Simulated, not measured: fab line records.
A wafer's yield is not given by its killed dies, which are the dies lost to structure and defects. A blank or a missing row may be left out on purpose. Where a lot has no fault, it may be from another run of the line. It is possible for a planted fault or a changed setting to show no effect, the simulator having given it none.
Which tool was responsible?	flow n5 finfet	at 1 step of a route of 1938, 23 lots with 69 wafers sampled

WHAT THE GAUGES READ, wafer by wafer
N5_BEOL_M6_OVL_MEAS_29.
lot	measured	on	V5_OVL (nm)
L074	day 8 19:31	overlay-02	-0.3 -0.3 -1.2
L075	day 9 01:22	overlay-01	0.0 0.4 -0.2
L077	day 9 17:23	overlay-01	-0.2 -0.5 -0.1
L076	day 9 17:34	overlay-02	2.0 -0.1 1.2
L078	day 9 21:29	overlay-01	0.7 0.4 -0.1
L079	day 10 00:16	overlay-02	0.7 0.8 0.3
L080	day 10 10:31	overlay-01	0.2 0.3 0.2
L081	day 10 10:52	overlay-01	0.7 -0.9 -0.9
L082	day 10 12:20	overlay-02	0.7 -0.1 0.8
L086	day 11 20:34	overlay-01	0.9 1.1 0.0
L084	day 11 23:57	overlay-02	0.6 -0.1 0.3
L085	day 12 03:35	overlay-01	-0.9 0.0 -1.6
L088	day 12 03:37	overlay-02	0.1 0.0 0.4
L087	day 12 06:34	overlay-02	-0.3 0.0 -0.7
L089	day 12 20:05	overlay-01	0.6 -0.3 0.3
L090	day 12 20:08	overlay-02	1.4 0.8 -0.3
L092	day 13 08:03	overlay-02	-0.1 0.3 0.0
L091	day 13 10:20	overlay-01	-0.4 0.1 1.1
L094	day 13 16:21	overlay-02	0.5 -0.3 -0.2
L093	day 13 19:41	overlay-02	-0.2 0.1 0.1
L096	day 14 06:52	overlay-01	-0.3 -1.0 0.0
L095	day 14 07:10	overlay-02	-0.9 -0.6 -0.4
L097	day 14 12:43	overlay-02	0.1 -0.6 0.5

EACH LOT AND THE TOOL THAT RAN IT (in order: tool; ch and the chambers of the sampled wafers; start)
No process step before these readings appears in the record.

AS READ BY THE TOOLS THEMSELVES (means over the sampled wafers that have a number; for cases with no such wafer, the mark the record gives instead)
The record holds no such reading with a usual standard deviation.

THE ANSWER, worked out from the rows above alone
Rule: the lots themselves supply what counts as usual. The widest of any qualifying gaps counts: lots, ordered by their means at a reading, are off when they make up no more than a third of the lots, leave a main group of 4 or more, and stand apart from it by 3 or more times the standard deviation of that group's means. Not used: any main group whose means are identical at the precision the tables above print for the reading. A lot without any number at a reading at which 4 lots or more have one is off too. The other lots that the step has rows for count as sound. Order of review: gauges by route order, followed by the tools' own readings, for which a lot's mean as printed above is used. The first step at which some lot is off is used, and at that step the reading that is off furthest; a lot without a number counts as furthest.
Across all readings shown, no lot is off: no conclusion can be drawn from this.

WHAT THE SIMULATOR HAD INSERTED
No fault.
